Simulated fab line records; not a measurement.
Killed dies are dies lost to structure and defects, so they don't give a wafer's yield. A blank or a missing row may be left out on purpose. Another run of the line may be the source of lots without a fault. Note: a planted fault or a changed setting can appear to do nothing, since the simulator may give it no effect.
Split-lot study || flow n5 finfet || 4 lots, 21 wafers read, on a route of 1938 steps

== SPLIT DETAILS ==
At N5_BEOL_M9_COAT_60 (time 60 s, resist thk 30 nm), the setting spin rpm was moved away from the recipe's 1500 rpm on 6 of the 21 wafers read, by -6.9% to +8.8%. For the rest of the wafers, this setting stayed at what the recipe calls for.

== FROM THE SPLIT TO THE READING: what the file shows between them, 4 steps ==
- N5_BEOL_M9_COAT_05: resist thk 90 nm
- N5_BEOL_M9_EBR_07
- N5_BEOL_M9_DESCUM_16: chemistry O2, time 7.9 s
- N5_BEOL_M9_ETCH_61: etches SiARC in CF4, target depth 39 nm, time 65 s

== THE READING ==
SiARC_of_BEOL_M9_COAT_60.thk nm (the simulator's own value, which no gauge read), in nm, at N5_BEOL_M9_ETCH_62 (etches SOC in N2/H2, target depth 110 nm, overetch 22 nm, time 165 s). No usual value for it is given in the file. Across the 15 wafers here that went through the recipe, the average is 23.5 nm and the standard deviation 0.22 nm.

{"wafer": "L081.4", "tool, chamber at the split": "litho track-02, 0", "spin rpm as run, rpm": 1500, "against the recipe": "recipe", "SiARC_of_BEOL_M9_COAT_60.thk nm, nm": 23.8, "against lot-mates on the recipe": "-"}
{"wafer": "L081.6", "tool, chamber at the split": "litho track-02, 0", "spin rpm as run, rpm": 1500, "against the recipe": "recipe", "SiARC_of_BEOL_M9_COAT_60.thk nm, nm": 23.8, "against lot-mates on the recipe": "-"}
{"wafer": "L081.5", "tool, chamber at the split": "litho track-02, 0", "spin rpm as run, rpm": 1500, "against the recipe": "recipe", "SiARC_of_BEOL_M9_COAT_60.thk nm, nm": 23.6, "against lot-mates on the recipe": "-"}
{"wafer": "L079.1", "tool, chamber at the split": "litho track-02, 0", "spin rpm as run, rpm": 1632, "against the recipe": "+8.8%", "SiARC_of_BEOL_M9_COAT_60.thk nm, nm": 22.4, "against lot-mates on the recipe": -1.3}
{"wafer": "L079.2", "tool, chamber at the split": "litho track-02, 0", "spin rpm as run, rpm": 1632, "against the recipe": "+8.8%", "SiARC_of_BEOL_M9_COAT_60.thk nm, nm": 22, "against lot-mates on the recipe": -1.7}
{"wafer": "L079.4", "tool, chamber at the split": "litho track-02, 0", "spin rpm as run, rpm": 1632, "against the recipe": "+8.8%", "SiARC_of_BEOL_M9_COAT_60.thk nm, nm": 22, "against lot-mates on the recipe": -1.7}
{"wafer": "L079.3", "tool, chamber at the split": "litho track-02, 0", "spin rpm as run, rpm": 1500, "against the recipe": "recipe", "SiARC_of_BEOL_M9_COAT_60.thk nm, nm": 23.6, "against lot-mates on the recipe": "-"}
{"wafer": "L079.6", "tool, chamber at the split": "litho track-02, 0", "spin rpm as run, rpm": 1500, "against the recipe": "recipe", "SiARC_of_BEOL_M9_COAT_60.thk nm, nm": 23.6, "against lot-mates on the recipe": "-"}
{"wafer": "L079.5", "tool, chamber at the split": "litho track-02, 0", "spin rpm as run, rpm": 1500, "against the recipe": "recipe", "SiARC_of_BEOL_M9_COAT_60.thk nm, nm": 23.8, "against lot-mates on the recipe": "-"}
{"wafer": "L089.1", "tool, chamber at the split": "litho track-04, 0", "spin rpm as run, rpm": 1500, "against the recipe": "recipe", "SiARC_of_BEOL_M9_COAT_60.thk nm, nm": 23.2, "against lot-mates on the recipe": "-"}
{"wafer": "L089.2", "tool, chamber at the split": "litho track-04, 0", "spin rpm as run, rpm": 1500, "against the recipe": "recipe", "SiARC_of_BEOL_M9_COAT_60.thk nm, nm": 23.2, "against lot-mates on the recipe": "-"}
{"wafer": "L089.3", "tool, chamber at the split": "litho track-04, 0", "spin rpm as run, rpm": 1500, "against the recipe": "recipe", "SiARC_of_BEOL_M9_COAT_60.thk nm, nm": 23.2, "against lot-mates on the recipe": "-"}
{"wafer": "L089.4", "tool, chamber at the split": "litho track-04, 0", "spin rpm as run, rpm": 1500, "against the recipe": "recipe", "SiARC_of_BEOL_M9_COAT_60.thk nm, nm": 23.4, "against lot-mates on the recipe": "-"}
{"wafer": "L089.5", "tool, chamber at the split": "litho track-04, 0", "spin rpm as run, rpm": 1500, "against the recipe": "recipe", "SiARC_of_BEOL_M9_COAT_60.thk nm, nm": 23.4, "against lot-mates on the recipe": "-"}
{"wafer": "L089.6", "tool, chamber at the split": "litho track-04, 0", "spin rpm as run, rpm": 1500, "against the recipe": "recipe", "SiARC_of_BEOL_M9_COAT_60.thk nm, nm": 23.4, "against lot-mates on the recipe": "-"}
{"wafer": "L087.1", "tool, chamber at the split": "litho track-02, 0", "spin rpm as run, rpm": 1500, "against the recipe": "recipe", "SiARC_of_BEOL_M9_COAT_60.thk nm, nm": 23.8, "against lot-mates on the recipe": "-"}
{"wafer": "L087.5", "tool, chamber at the split": "litho track-02, 0", "spin rpm as run, rpm": 1500, "against the recipe": "recipe", "SiARC_of_BEOL_M9_COAT_60.thk nm, nm": 23.8, "against lot-mates on the recipe": "-"}
{"wafer": "L087.2", "tool, chamber at the split": "litho track-02, 0", "spin rpm as run, rpm": 1396, "against the recipe": "-6.9%", "SiARC_of_BEOL_M9_COAT_60.thk nm, nm": 24.8, "against lot-mates on the recipe": "+1.1"}
{"wafer": "L087.4", "tool, chamber at the split": "litho track-02, 0", "spin rpm as run, rpm": 1396, "against the recipe": "-6.9%", "SiARC_of_BEOL_M9_COAT_60.thk nm, nm": 24.8, "against lot-mates on the recipe": "+1.1"}
{"wafer": "L087.3", "tool, chamber at the split": "litho track-02, 0", "spin rpm as run, rpm": 1500, "against the recipe": "recipe", "SiARC_of_BEOL_M9_COAT_60.thk nm, nm": 23.6, "against lot-mates on the recipe": "-"}
{"wafer": "L087.6", "tool, chamber at the split": "litho track-02, 0", "spin rpm as run, rpm": 1396, "against the recipe": "-6.9%", "SiARC_of_BEOL_M9_COAT_60.thk nm, nm": 25, "against lot-mates on the recipe": "+1.3"}

THE FIT
A straight line over all 21 wafers: SiARC_of_BEOL_M9_COAT_60.thk nm changes by -0.172 nm for each +1% of spin rpm; r = -0.96; the points scatter about the line by 0.22 nm.
The same after taking each lot's own level away (the mean of its wafers on the recipe; 21 wafers): -0.17 nm for each +1%; r = -0.99; scatter 0.12 nm.
That fit puts the effect of the largest move of spin rpm on the reading at 1.5 nm.
The lots' own levels span 23.30 to 23.73 nm, that is 1.9 times the standard deviation above.
The two slopes agree, so the slope changes little with the lot-to-lot level.
Check: with one of the wafers moved furthest among these (+8.8%) left out of the fit, the line predicts -1.58 nm for it against its lot-mates. It came out at -1.27 nm against them.

== THE WHOLE CHAIN: every reading that the file lists as answering this split, in the file's order ==
{"step": "N5_BEOL_M9_COAT_60", "what it does": "time 60 s, resist thk 30 nm", "reading": "SiARC_of_BEOL_M9_COAT_60.thk nm (the simulator's own value, which no gauge read)", "change (the file's fit)": "-0.151 nm for each +1% of the setting", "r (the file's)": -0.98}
{"step": "N5_BEOL_M9_ETCH_61", "what it does": "etches SiARC in CF4, target depth 39 nm, time 65 s", "reading": "CAR-ArF_of_BEOL_M9_COAT_05.thk nm (the simulator's own value, which no gauge read)", "change (the file's fit)": "+0.136 nm for each +1% of the setting", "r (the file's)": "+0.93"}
{"step": "N5_BEOL_M9_ETCH_61", "what it does": "etches SiARC in CF4, target depth 39 nm, time 65 s", "reading": "etch.depth nm (the simulator's own value, which no gauge read)", "change (the file's fit)": "-0.15 nm for each +1% of the setting", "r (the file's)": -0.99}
{"step": "N5_BEOL_M9_ETCH_62", "what it does": "etches SOC in N2/H2, target depth 110 nm, overetch 22 nm, time 165 s", "reading": "SiARC_of_BEOL_M9_COAT_60.thk nm (the simulator's own value, which no gauge read)", "change (the file's fit)": "-0.17 nm for each +1% of the setting", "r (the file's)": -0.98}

== THE FILE'S OWN FIT ==
SiARC_of_BEOL_M9_COAT_60.thk nm changes by -0.17 nm for each +1% of spin rpm, r = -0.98.
